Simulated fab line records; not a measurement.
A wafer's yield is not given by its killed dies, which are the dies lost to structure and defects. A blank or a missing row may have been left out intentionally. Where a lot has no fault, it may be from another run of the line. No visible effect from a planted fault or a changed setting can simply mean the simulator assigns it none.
fab line records	flow n5Finfet
record lots=12	wafers=30	lastDay=17
route steps=1938 shown BEOL_M15@1774 PASSIVATION@1936
lots that met no fault: from a run of the same line without faults
startH: hours from the record's first day to the start of the lot's first wafer shown	waitH: hours elapsed since this lot's preceding step	" same as the row above	L1.1+2: one row covering several wafers at once	- no value, or no start was given	* or withheld: withheld	< > ~ a bound
route shown NAME@n: names a module that has steps shown in the file, with the first one's number in the route	usual: average and standard deviation across the fault-free wafers	same: alike in all rows	chamber/n: place in a boat	sites: the reading at each site	_std_site: the standard deviation of these	_edge_site: outer sites' mean less inner sites'	radiusMm: for every site, how far away it sits from the centre of the wafer	mask NAME#n: copy n	behind: the most recent tool/chamber to have shaped the wafer	hold: why the lot was held/for how many hours/how that ended	device: which transistor (n, p or np) failed to switch	end of line: at the end of the route, the tests of the same wafers	a step given without rows: its recipe and nothing more	killed: not the wafer's yield, but the dies lost to structure and defects at the first sort	map: dies across one wafer; x = killed, . = not, _ = none there
set.NAME: the setting as run; set.NAME@STEP: as run at that earlier step	model.NAME: the simulator's own value behind a step, which no gauge read
the route's steps for a sample of lots (tables are steps, rows are wafers)
services: when a tool's chamber went out of use (startH, in hours from the record's first day, below 0 if earlier), for how many hours, and the reason
## steps
# step N5_BEOL_M15_THK_MEAS_01
# recipe reads=SiO2_of_BEOL_M15_ILD_DEP_00
# usual M15_ILD_THK=1630/23
lot.wafer	tool	chamber	startH	waitH	M15_ILD_THK[nm]
L460.4	filmMetro-01	-	251.27	0.0	1649
L460.5	"	-	"	"	1647
L460.6	"	-	"	"	1634
L463.2	filmMetro-02	-	264.31	0.1	1617
L463.3	"	-	"	"	1643
L462.3	filmMetro-02	-	266.72	0.1	1624
L462.6	"	-	"	"	1647
L465.3	filmMetro-02	-	273.34	0.1	1627
L465.5	"	-	"	"	1640
L464.1	filmMetro-01	-	277.46	0.1	1620
L464.2	"	-	"	"	1630
L467.1	filmMetro-02	-	294.31	0.2	1583
L467.3	"	-	"	"	1616
L469.2	filmMetro-02	-	296.30	0.3	1622
L469.3	"	-	"	"	1629
L469.6	"	-	"	"	1633
L474.1	filmMetro-01	-	324.73	0.1	1629
L474.2	"	-	"	"	1635
L474.3	"	-	"	"	1603
L475.1	filmMetro-01	-	342.74	0.1	1595
L475.3	"	-	"	"	1595
L475.5	"	-	"	"	1622
L476.2	filmMetro-01	-	343.39	0.3	1587
L476.6	"	-	"	"	1601
L478.2	filmMetro-01	-	353.64	0.1	1620
L478.3	"	-	"	"	1615
L478.4	"	-	"	"	1629
L482.2	filmMetro-01	-	389.73	0.1	1621
L482.4	"	-	"	"	1652
L482.6	"	-	"	"	1647
# step N5_BEOL_M15_OVL_MEAS_11
# recipe pointsPerWafer=44
# usual V14_OVL=-1/4.6
lot.wafer	tool	chamber	startH	waitH	V14_OVL[nm]
L460.4	overlay-01	0	251.60	0.0	-5
L460.5	"	0	"	"	-1
L460.6	"	0	"	"	2
L463.2	overlay-02	0	264.64	0.0	-4
L463.3	"	0	"	"	-3
L462.3	overlay-01	0	267.06	0.0	-4
L462.6	"	0	"	"	0
L465.3	overlay-02	0	273.67	0.0	8
L465.5	"	0	"	"	5
L464.1	overlay-01	0	277.80	0.0	-8
L464.2	"	0	"	"	-4
L467.1	overlay-01	0	294.65	0.0	-2
L467.3	"	0	"	"	6
L469.2	overlay-02	0	296.64	0.0	-2
L469.3	"	0	"	"	0
L469.6	"	0	"	"	-6
L474.1	overlay-01	0	325.19	0.0	-1
L474.2	"	0	"	"	4
L474.3	"	0	"	"	-2
L475.1	overlay-01	0	343.20	0.0	1
L475.3	"	0	"	"	6
L475.5	"	0	"	"	6
L476.2	overlay-02	0	343.85	0.0	7
L476.6	"	0	"	"	-2
L478.2	overlay-02	0	353.97	0.0	-3
L478.3	"	0	"	"	-1
L478.4	"	0	"	"	-8
L482.2	overlay-02	0	390.19	0.0	-4
L482.4	"	0	"	"	8
L482.6	"	0	"	"	3
# step N5_BEOL_M15_INSPECT_12
# recipe mode=adi	inspectInstrument=macro
# usual rawDefectCount=2.2/1.6
lot.wafer	tool	chamber	startH	waitH	rawDefectCount
L460.4	defectInspect-02	-	251.62	0.0	1
L460.5	"	-	"	"	1
L460.6	"	-	"	"	3
L463.2	defectInspect-01	-	264.66	0.0	2
L463.3	"	-	"	"	3
L462.3	defectInspect-02	-	267.09	0.0	0
L462.6	"	-	"	"	2
L465.3	defectInspect-01	-	273.70	0.0	1
L465.5	"	-	"	"	3
L464.1	defectInspect-02	-	277.82	0.0	0
L464.2	"	-	"	"	5
L467.1	defectInspect-02	-	294.67	0.0	2
L467.3	"	-	"	"	1
L469.2	defectInspect-02	-	296.66	0.0	1
L469.3	"	-	"	"	3
L469.6	"	-	"	"	2
L474.1	defectInspect-01	-	325.21	0.0	0
L474.2	"	-	"	"	1
L474.3	"	-	"	"	2
L475.1	defectInspect-01	-	343.22	0.0	4
L475.3	"	-	"	"	1
L475.5	"	-	"	"	3
L476.2	defectInspect-02	-	343.87	0.0	1
L476.6	"	-	"	"	0
L478.2	defectInspect-02	-	354.00	0.0	5
L478.3	"	-	"	"	2
L478.4	"	-	"	"	1
L482.2	defectInspect-01	-	390.21	0.0	2
L482.4	"	-	"	"	4
L482.6	"	-	"	"	1
# step N5_BEOL_M15_STRIP_64
# recipe chemistry=O2	powerW=600	tempC=60	pressureMtorr=30	rfFrequencyHz=6e+07	biasPowerW=0	overashFraction=0.3	o2FlowSccm=225
# usual chamberPressureMTorr=29.998/0.026	drypumpMotorCurrentA=5.5/0.56	oesProductAu=0.82/0.092	rfVppV=3.7/0.44	showerheadPlenumPTorr=2.10/0.092	throttleValvePct=16.67/0.23
# same overashFraction=0.3
lot.wafer	tool	chamber	startH	waitH	chamberPressureMTorr	drypumpMotorCurrentA	oesProductAu	rfHoursCounterH	rfVppV	showerheadPlenumPTorr	throttleValvePct
L460.4	rieDiel-06	0	252	-	30.008	6.2	0.70	-	3.4	1.97	17.12
L460.5	"	1	"	"	29.986	5.4	0.77	-	3.9	2.18	16.49
L460.6	"	3	"	"	29.985	4.8	0.82	-	3.9	2.10	16.73
L463.2	rieDiel-03	1	265	-	30.070	5.0	0.85	62	4.8	2.21	16.40
L463.3	"	0	"	"	30.005	6.0	0.68	212	3.7	2.18	16.75
L462.3	rieDiel-02	0	267	-	30.001	5.7	0.72	169	4.3	1.93	17.02
L462.6	"	0	"	"	30.008	5.8	0.73	-	3.6	1.93	17.02
L465.3	rieDiel-06	1	274	-	29.971	5.4	0.76	128	3.7	2.18	16.49
L465.5	"	1	"	"	30.035	5.4	0.76	-	3.9	2.18	16.50
L464.1	rieDiel-03	1	278	-	29.987	5.0	0.83	68	4.1	2.21	16.40
L464.2	"	3	"	"	30.026	6.5	1.01	2	5.0	2.24	16.36
L467.1	rieDiel-06	2	295	-	30.016	4.8	0.97	3	4.1	2.06	16.52
L467.3	"	2	"	"	29.992	4.7	0.99	-	3.8	2.06	16.54
L469.2	rieDiel-06	1	297	-	29.946	5.4	0.74	139	3.6	2.17	16.51
L469.3	"	2	"	"	30.021	4.8	0.96	-	2.9	2.06	16.51
L469.6	"	2	"	"	29.987	4.8	0.97	-	4.1	2.06	16.52
L474.1	rieDiel-03	2	325	-	20.978	5.2	0.81	98	4.2	2.04	16.90
L474.2	"	3	"	"	20.962	6.5	0.94	17	4.1	2.24	16.39
L474.3	"	1	"	"	21.020	5.1	0.81	83	3.3	2.21	16.45
L475.1	rieDiel-03	1	343	-	20.978	5.0	0.80	89	3.4	2.20	16.45
L475.3	"	3	"	"	21.003	6.4	0.93	23	3.9	2.24	16.39
L475.5	"	0	"	"	21.051	5.9	0.66	-	3.4	2.17	16.77
L476.2	rieDiel-02	3	344	-	29.965	6.0	0.88	44	2.9	2.12	16.35
L476.6	"	3	"	"	30.017	6.0	0.87	-	3.2	2.12	16.34
L478.2	rieDiel-06	3	354	-	30.014	4.7	0.78	143	3.1	2.09	16.81
L478.3	"	1	"	"	30.003	5.4	0.74	153	3.2	2.17	16.53
L478.4	"	2	"	"	29.991	4.8	0.90	25	3.7	2.05	16.58
L482.2	rieDiel-06	3	390	-	30.006	4.7	0.78	155	3.8	2.09	16.83
L482.4	"	0	"	"	30.043	6.2	0.90	28	3.6	2.21	16.70
L482.6	"	3	"	"	29.965	4.7	0.78	-	3.7	2.09	16.83
# step N5_PASSIVATION_PROBE_49
# usual defectLimitedYield=91.2/1.4	killed_at_M0_to_M3=32/9.3	killed_at_M4_up=14/4.9	killedAtContacts=15/7.5	killedAtFrontEnd=40/11	killedAtOther=4/3.3	killedDies=104/17	killedOpen=68/14	killedShort=33/7.9	sort_bin_5_function=5.2/0.99	sort_bin_6_memory=3.2/0.65	sortNPass=1076/17	sortYieldPct=91.1/1.5
# same grossDies=1180	killedAtBackSide=0	sort_bin_4_leakage[%]=0	sort_bin_8_speed[%]=0
lot.wafer	tool	chamber	startH	waitH	defectLimitedYield[%]	killed_at_M0_to_M3	killed_at_M4_up	killedAtContacts	killedAtFrontEnd	killedAtOther	killedDies	killedOpen	killedShort	sort_bin_5_function[%]	sort_bin_6_memory[%]	sortNPass	sortYieldPct[%]
L463.2	prober-02	-	285.11	0.1	90.3	37	12	7	54	5	115	67	45	6.0	3.1	1065	90.3
L463.3	prober-02	-	285.16	0.1	89.5	41	12	23	45	3	124	84	33	5.7	4.6	1056	89.5
L462.3	prober-02	-	287.91	0.1	90.7	48	9	34	17	2	110	69	41	5.7	3.3	1070	90.7
L462.6	prober-02	-	288.06	0.3	92.0	29	13	14	36	2	94	57	37	4.6	3.3	1086	92.0
L474.1	prober-01	-	343.91	0.0	91.8	31	11	14	38	3	97	67	28	4.7	3.2	1083	91.8
L474.2	prober-01	-	343.96	0.1	92.1	16	9	9	56	3	93	46	29	3.6	2.8	1087	92.1
L474.3	prober-01	-	344.01	0.1	93.1	17	1	12	28	23	81	35	23	4.1	2.6	1099	93.1
L476.2	prober-01	-	365.91	0.1	91.7	31	9	16	31	11	98	64	25	5.1	3.0	1082	91.7
L476.6	prober-01	-	366.11	0.3	89.7	32	15	20	52	2	121	83	37	6.2	3.8	1059	89.7
L478.2	prober-02	-	374.98	0.1	91.7	25	6	17	47	3	98	77	21	5.1	3.1	1082	91.7
L478.3	prober-02	-	375.03	0.1	93.1	23	13	1	43	2	82	58	21	4.1	2.5	1098	93.1
L478.4	prober-02	-	375.08	0.2	91.9	24	9	6	54	2	95	70	21	5.3	2.5	1085	91.9
# killed by level:class
L463.2 FIN_SAQP:geometricParticle:short=13 FIN_SAQP:geometricParticle:open=12 BEOL_M0:geometricParticle:open=7 BEOL_M1:geometricParticle:open=7 STI_FIN_REVEAL:geometricParticle:open=6 MOL_CONTACT_COAG:geometricParticle:open=5 GATE_CUT:geometricParticle:open=4 BEOL_M0_SAQP:geometricParticle:open=4
L463.3 GATE_CUT:geometricParticle:short=12 MOL_CONTACT_COAG:geometricParticle:open=12 BEOL_M0:geometricParticle:open=12 BEOL_M1:geometricParticle:open=11 FIN_SAQP:geometricParticle:open=8 BEOL_M2:geometricParticle:open=8 BEOL_M3:geometricParticle:open=6 MOL_CONTACT_COAG:geometricParticle:short=6
L462.3 MOL_CONTACT_COAG:geometricParticle:open=29 BEOL_M0_SAQP:geometricParticle:open=16 BEOL_M0_SAQP:geometricParticle:short=15 MOL_CONTACT_COAG:geometricParticle:short=5 FIN_SAQP:geometricParticle:short=4 BEOL_M1:geometricParticle:short=4 BEOL_M2:geometricParticle:open=4 FIN_SAQP:geometricParticle:open=3
L462.6 MOL_CONTACT_COAG:geometricParticle:open=13 FIN_SAQP:geometricParticle:open=8 BEOL_M1:geometricParticle:short=8 GATE_CUT:geometricParticle:short=6 BEOL_M0_SAQP:geometricParticle:open=6 GATE_CUT:geometricParticle:open=5 BEOL_M2:geometricParticle:open=5 STARTING-WAFER:geometricParticle:short=5
L474.1 MOL_CONTACT_COAG:geometricParticle:open=11 FIN_SAQP:geometricParticle:open=10 STI_FIN_REVEAL:geometricParticle:open=10 BEOL_M3:geometricParticle:open=8 BEOL_M0_SAQP:geometricParticle:short=7 BEOL_M0_SAQP:geometricParticle:open=6 BEOL_M2:geometricParticle:open=5 ILD0:geometricParticle:short=4
L474.2 HKMG_FIN:areaEtch=16 FIN_SAQP:geometricParticle:short=9 FIN_SAQP:geometricParticle:open=7 MOL_CONTACT_COAG:geometricParticle:open=6 BEOL_M2:geometricParticle:open=5 STI_FIN_REVEAL:geometricParticle:open=4 BEOL_M3:geometricParticle:open=4 STI_FIN_REVEAL:geometricParticle:short=3
L474.3 PASSIVATION:areaEtch=23 MOL_CONTACT_COAG:geometricParticle:open=11 BEOL_M0_SAQP:geometricParticle:open=6 BEOL_M0_SAQP:geometricParticle:short=6 FIN_SAQP:geometricParticle:open=4 FIN_CUT:geometricParticle:short=4 FIN_SAQP:geometricParticle:short=3 STI_FIN_REVEAL:geometricParticle:open=3
L476.2 MOL_CONTACT_COAG:geometricParticle:open=11 PASSIVATION:areaEtch=9 BEOL_M3:geometricParticle:open=8 STI_FIN_REVEAL:geometricParticle:open=6 MOL_CONTACT_COAG:geometricParticle:short=5 BEOL_M0_SAQP:geometricParticle:open=5 BEOL_M1:geometricParticle:open=5 DUMMY_GATE:geometricParticle:open=4
L476.6 MOL_CONTACT_COAG:geometricParticle:open=15 STI_FIN_REVEAL:geometricParticle:open=14 BEOL_M3:geometricParticle:open=11 FIN_SAQP:geometricParticle:open=8 BEOL_M0_SAQP:geometricParticle:open=7 GATE_CUT:geometricParticle:short=6 DUMMY_GATE:geometricParticle:open=6 BEOL_M0_SAQP:geometricParticle:short=6
L478.2 FIN_SAQP:geometricParticle:open=13 STI_FIN_REVEAL:geometricParticle:open=12 MOL_CONTACT_COAG:geometricParticle:open=10 MOL_CONTACT_COAG:geometricParticle:short=7 DUMMY_GATE:geometricParticle:open=7 BEOL_M2:geometricParticle:open=6 BEOL_M1:geometricParticle:open=5 BEOL_M3:geometricParticle:open=4
L478.3 FIN_SAQP:geometricParticle:open=10 DUMMY_GATE:geometricParticle:open=6 BEOL_M1:geometricParticle:open=5 STI_FIN_REVEAL:geometricParticle:open=4 DUMMY_GATE:geometricParticle:short=4 GATE_CUT:geometricParticle:short=4 BEOL_M0_SAQP:geometricParticle:open=4 BEOL_M4:geometricParticle:open=4
L478.4 FIN_SAQP:geometricParticle:open=12 DUMMY_GATE:geometricParticle:open=10 STI_FIN_REVEAL:geometricParticle:open=8 BEOL_M3:geometricParticle:open=8 MOL_CONTACT_COAG:geometricParticle:open=6 FIN_SAQP:geometricParticle:short=4 GATE_CUT:geometricParticle:open=4 BEOL_M1:geometricParticle:open=4
## services
tool	chamber	startH	hours	kind
rieDiel-03	3	257.80	-	clean
rieDiel-03	3	257.80	-	consumableReplace:focusRing
rieDiel-03	3	257.80	-	consumableReplace:showerhead
rieDiel-06	2	262.16	-	clean
rieDiel-06	2	262.16	-	consumableReplace:focusRing
rieDiel-06	2	262.16	25.1	scheduledDown
rieDiel-06	2	262.16	25.1	ventCycle
rieDiel-03	0	274.83	3.8	repair
rieDiel-06	3	276.39	6.5	repair
rieDiel-02	3	277.39	11.6	repair
rieDiel-06	0	287.31	-	clean
rieDiel-06	0	287.31	-	consumableReplace:focusRing
rieDiel-06	0	287.31	-	consumableReplace:showerhead
rieDiel-06	0	287.31	19.2	scheduledDown
rieDiel-06	0	287.31	19.2	ventCycle
rieDiel-06	3	289.56	18.8	repair
rieDiel-02	3	297.64	18.1	repair
rieDiel-02	1	303.65	4.8	repair
rieDiel-06	1	313.27	20.2	repair
rieDiel-02	0	320.60	12.9	repair
rieDiel-03	2	336.02	2.5	repair
rieDiel-03	1	354.76	13.3	repair
rieDiel-03	0	362.06	14.1	repair
rieDiel-02	2	380.92	7.2	repair
## key
firstSign step=N5_BEOL_M15_STRIP_64	reading=chamberPressureMTorr	direction=down	sigmas=99+	usual=*	struck=*
effect none on later readings
metAt N5_BEOL_M15_STRIP_64
struckLots L474,L475
baselineLoss step=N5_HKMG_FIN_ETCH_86	wafers=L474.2
baselineLoss step=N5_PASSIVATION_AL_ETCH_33	wafers=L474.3
notActingAt N5_BEOL_M15_THK_MEAS_01,N5_BEOL_M15_OVL_MEAS_11,N5_BEOL_M15_INSPECT_12
onsetBetween 278 325
fault kind=processParameterDrift	tool=rieDiel-03	chamber=-	onsetH=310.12	steps=N5_BEOL_M15_STRIP_64	channel=pressureMtorr	offset=*	shape=step	endH=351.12	actsIn=*	stated=*
# baselineLoss: these wafers lose ten dies or more at that step, a loss of the line's own and not of a fault; the sort's usual values leave them out
